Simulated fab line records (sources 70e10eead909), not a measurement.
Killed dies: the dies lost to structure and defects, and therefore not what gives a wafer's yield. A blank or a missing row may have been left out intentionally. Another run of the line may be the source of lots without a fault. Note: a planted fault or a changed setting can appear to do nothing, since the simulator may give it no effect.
A lot that was struck, set against a sound lot -- flow nand_harc -- 21 steps out of a route of 1302
Sound: these wafers, L854.1, L854.2, L854.6. Struck: wafers L848.3, L848.4, L848.6. The cause is named last.
For every step that has rows: the tool of each side, followed by ch and its chambers, followed by its first start. Under that, the readings that differ: sound wafers -- struck wafers -- difference of the means -- sigmas: that difference in standard deviations of wafers without a fault.
alike: a reading whose means differ by less than 2 such deviations, as well as words and numbers matching on both sides. not compared: withheld readings; readings where some wafer has no value; bounds like >300 that might hide an equal value; numbers whose values overlap and for which the record gives no deviation.
A row with sigmas, a row that says differs or no value, or rows on one side alone: a step with any of these is where the two part. Numbers that don't overlap but have no deviation are shown without sigmas and don't part them. Lack of a reading on every wafer of one side parts them only where that side has two or more wafers.

NHARC_A_CONTACT_CVD_19: deposits W, target thk 300 nm, time 802 s.
  sound: cvd_w-01 ch 0,1; struck: cvd_w-02 ch 0,1
  alike: heater_power_w, throttle_valve_pct
NHARC_A_CONTACT_CMP_20: polishes, t overpolish 30 s, target thk 300 nm.
  sound on cmp-03 ch 0,1,2, day 28 18:10; struck on cmp-03 ch 1,2, day 26 23:29
  alike: motor_current_A, overpolish_run_s, time_to_endpoint_s
then, 1 step without rows for these wafers: NHARC_A_CONTACT_SRD_22.
NHARC_A_CONTACT_INSPECT_23:
  struck on defect_inspect-01, day 26 23:54; sound on defect_inspect-01, day 28 18:32
reading,sound,struck,difference,sigmas
raw_defect_count,294 362 349,729 632 608,+321,+2
then, 7 steps without rows for these wafers: NHARC_A_BLC_DEHYDRATE_00 (time 120 s); NHARC_A_BLC_HMDS_01 (time 30 s); NHARC_A_BLC_COAT_02 (time 75 s); NHARC_A_BLC_COAT_03 (time 65 s); NHARC_A_BLC_COAT_04 (resist thk 90 nm); NHARC_A_BLC_SOFTBAKE_05 (time 55 s); NHARC_A_BLC_EBR_06.
NHARC_A_BLC_EXPOSE_07: exposes mask A BLC, target cd 100 nm.
  sound on arfi_scanner-01 ch 0, day 28 18:54; struck on arfi_scanner-02 ch 0, day 27 00:16
  alike: mask, stage_vel_mm_s
then, 2 steps without rows for these wafers: NHARC_A_BLC_PEB_08 (peb time 65 s); NHARC_A_BLC_DEVELOP_09 (develop time 35 s).
NHARC_A_BLC_CD_MEAS_10: target cd 100 nm.
  sound on cd_sem-02 ch 0, day 28 19:02; struck on cd_sem-03 ch 0, day 27 00:25
reading,sound,struck,difference,sigmas
cd_nm (nm),100.1 100.0 100.5,98.1 97.8 98.7,-2.0,-3
NHARC_A_BLC_OVL_MEAS_11:
  struck on overlay-02, day 27 00:29; sound on overlay-01, day 28 19:08
  alike: overlay_x_nm, overlay_y_nm
NHARC_A_BLC_INSPECT_12:
  struck on defect_inspect-01, day 27 00:32; sound on defect_inspect-02, day 28 19:10
  alike: raw_defect_count
NHARC_A_BLC_DESCUM_15: chemistry O2, time 3 s.
  sound on rie_diel-09 ch 1,2, day 28 19:14; struck on rie_diel-09 ch 0,2, day 27 00:36
reading,sound,struck,difference,sigmas
model.A_BLC.cd_nm (nm),100.7 100.6 101,99 97.72 98.21,-2,
  alike: drypump_motor_current_A, oes_product_au, rf_vpp_V, showerhead_plenum_p_Torr, throttle_valve_pct
  not compared: rf_hours_counter_h
NHARC_A_BLC_ETCH_16: etches the open film in CF4, target depth 39 nm, time 65 s.
  sound on rie_diel-09 ch 1,2, day 28 19:19; struck on rie_diel-09 ch 0,1,2, day 27 00:41
reading,sound,struck,difference,sigmas
model.A_BLC.cd_nm (nm),101 101 101.2,99.09 97.82 98.53,-2.59,
  alike: drypump_motor_current_A, oes_product_au, rf_vpp_V, showerhead_plenum_p_Torr, throttle_valve_pct
  not compared: rf_hours_counter_h
NHARC_A_BLC_ETCH_17: etches the open film in N2/H2, target depth 390 nm, time 609.38 s.
  sound: rie_diel-09 ch 0,2,3; struck: rie_diel-09 ch 0,1,2
  alike: drypump_motor_current_A, oes_product_au, rf_vpp_V, showerhead_plenum_p_Torr, throttle_valve_pct
  not compared: rf_hours_counter_h
NHARC_END_SORT_01:
  only the struck wafers appear in the record here, on prober-01 ch 0 at day 28 20:41; the sound ones have no rows

WHERE THEY PART
Last at NHARC_END_SORT_01 as far as this record goes, first at NHARC_A_CONTACT_INSPECT_23.

WHY: what the simulator had put in
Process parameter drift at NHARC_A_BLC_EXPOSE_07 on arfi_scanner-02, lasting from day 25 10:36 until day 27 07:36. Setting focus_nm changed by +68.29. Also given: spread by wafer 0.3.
